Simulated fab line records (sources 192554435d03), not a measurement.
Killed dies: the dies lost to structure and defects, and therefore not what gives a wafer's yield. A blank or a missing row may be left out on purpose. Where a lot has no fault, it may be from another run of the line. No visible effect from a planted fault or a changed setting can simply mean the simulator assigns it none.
Chamber matching / flow n5 finfet / N5_GATE_CUT_ETCH_36 on rie diel-02: 4 sister chambers
The step etches SiARC in CF4, target depth 13 nm, time 21.7 s. 18 wafers are shown with their chamber, then 9 later ones without.

## WAFERS PAIRED WITH THEIR CHAMBERS
wafer=L074.1; chamber=0; showerhead plenum p Torr (Torr)=2.20; throttle valve pct (%)=15.50; oes product au (a.u.)=0.78
wafer=L074.2; chamber=3; showerhead plenum p Torr (Torr)=2.11; throttle valve pct (%)=15.84; oes product au (a.u.)=0.62
wafer=L074.4; chamber=2; showerhead plenum p Torr (Torr)=2.18; throttle valve pct (%)=15.50; oes product au (a.u.)=0.61
wafer=L077.4; chamber=3; showerhead plenum p Torr (Torr)=2.11; throttle valve pct (%)=15.85; oes product au (a.u.)=0.63
wafer=L077.5; chamber=2; showerhead plenum p Torr (Torr)=2.18; throttle valve pct (%)=15.51; oes product au (a.u.)=0.60
wafer=L077.6; chamber=3; showerhead plenum p Torr (Torr)=2.11; throttle valve pct (%)=15.83; oes product au (a.u.)=0.61
wafer=L078.1; chamber=3; showerhead plenum p Torr (Torr)=2.11; throttle valve pct (%)=15.85; oes product au (a.u.)=0.61
wafer=L078.2; chamber=0; showerhead plenum p Torr (Torr)=2.20; throttle valve pct (%)=15.51; oes product au (a.u.)=0.77
wafer=L078.6; chamber=3; showerhead plenum p Torr (Torr)=2.11; throttle valve pct (%)=15.85; oes product au (a.u.)=0.61
wafer=L079.2; chamber=2; showerhead plenum p Torr (Torr)=2.18; throttle valve pct (%)=15.55; oes product au (a.u.)=0.60
wafer=L079.3; chamber=0; showerhead plenum p Torr (Torr)=2.19; throttle valve pct (%)=15.52; oes product au (a.u.)=0.77
wafer=L079.6; chamber=2; showerhead plenum p Torr (Torr)=2.18; throttle valve pct (%)=15.54; oes product au (a.u.)=0.60
wafer=L084.2; chamber=1; showerhead plenum p Torr (Torr)=2.14; throttle valve pct (%)=15.56; oes product au (a.u.)=0.61
wafer=L084.3; chamber=3; showerhead plenum p Torr (Torr)=2.10; throttle valve pct (%)=15.88; oes product au (a.u.)=0.60
wafer=L084.6; chamber=2; showerhead plenum p Torr (Torr)=2.17; throttle valve pct (%)=15.56; oes product au (a.u.)=0.59
wafer=L086.2; chamber=0; showerhead plenum p Torr (Torr)=2.19; throttle valve pct (%)=15.56; oes product au (a.u.)=0.75
wafer=L086.4; chamber=3; showerhead plenum p Torr (Torr)=2.10; throttle valve pct (%)=15.89; oes product au (a.u.)=0.59
wafer=L086.6; chamber=0; showerhead plenum p Torr (Torr)=2.19; throttle valve pct (%)=15.54; oes product au (a.u.)=0.74

SIGNATURES (means of the wafers above)
reading=showerhead plenum p Torr; chamber 0=2.1940; chamber 1=2.1400; chamber 2=2.1780; chamber 3=2.1071; scatter within a chamber=0.00495
reading=throttle valve pct; chamber 0=15.5260; chamber 1=15.5600; chamber 2=15.5320; chamber 3=15.8557; scatter within a chamber=0.0236
reading=oes product au; chamber 0=0.7620; chamber 1=0.6100; chamber 2=0.6000; chamber 3=0.6100; scatter within a chamber=0.0128
Rule: for a wafer and a chamber, the distance is found by dividing, reading by reading, the gap between the wafer's reading and the chamber's mean by the reading's scatter, squaring, summing and taking the root. The wafer belongs to the nearest chamber; if the next one is less than 2 further off, it can't be placed. The scatter: take each reading less its chamber's mean, square it, sum over the shown wafers, divide by the number of wafers less the number of chambers, and take the root.

## WAFERS WITH NO CHAMBER GIVEN
wafer=L090.2; showerhead plenum p Torr (Torr)=2.14; throttle valve pct (%)=15.59; oes product au (a.u.)=0.60
wafer=L090.4; showerhead plenum p Torr (Torr)=2.19; throttle valve pct (%)=15.57; oes product au (a.u.)=0.72
wafer=L090.5; showerhead plenum p Torr (Torr)=2.10; throttle valve pct (%)=15.91; oes product au (a.u.)=0.59
wafer=L092.1; showerhead plenum p Torr (Torr)=2.10; throttle valve pct (%)=15.91; oes product au (a.u.)=0.60
wafer=L092.4; showerhead plenum p Torr (Torr)=2.14; throttle valve pct (%)=15.59; oes product au (a.u.)=0.61
wafer=L092.6; showerhead plenum p Torr (Torr)=2.10; throttle valve pct (%)=15.91; oes product au (a.u.)=0.60
wafer=L096.4; showerhead plenum p Torr (Torr)=2.17; throttle valve pct (%)=15.11; oes product au (a.u.)=0.84
wafer=L096.5; showerhead plenum p Torr (Torr)=2.10; throttle valve pct (%)=15.90; oes product au (a.u.)=0.60
wafer=L096.6; showerhead plenum p Torr (Torr)=2.18; throttle valve pct (%)=15.58; oes product au (a.u.)=0.71

## CHAMBER TAKEN BY EACH
wafer=L090.2; from the rows above=1; in truth=1
wafer=L090.4; from the rows above=0; in truth=0
wafer=L090.5; from the rows above=3; in truth=3
wafer=L092.1; from the rows above=3; in truth=3
wafer=L092.4; from the rows above=1; in truth=1
wafer=L092.6; from the rows above=3; in truth=3
wafer=L096.4; from the rows above=0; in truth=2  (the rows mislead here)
wafer=L096.5; from the rows above=3; in truth=3
wafer=L096.6; from the rows above=0; in truth=0
Correctly placed: 8 of 9. Number that these rows cannot place: 0. Wrongly placed: 1.
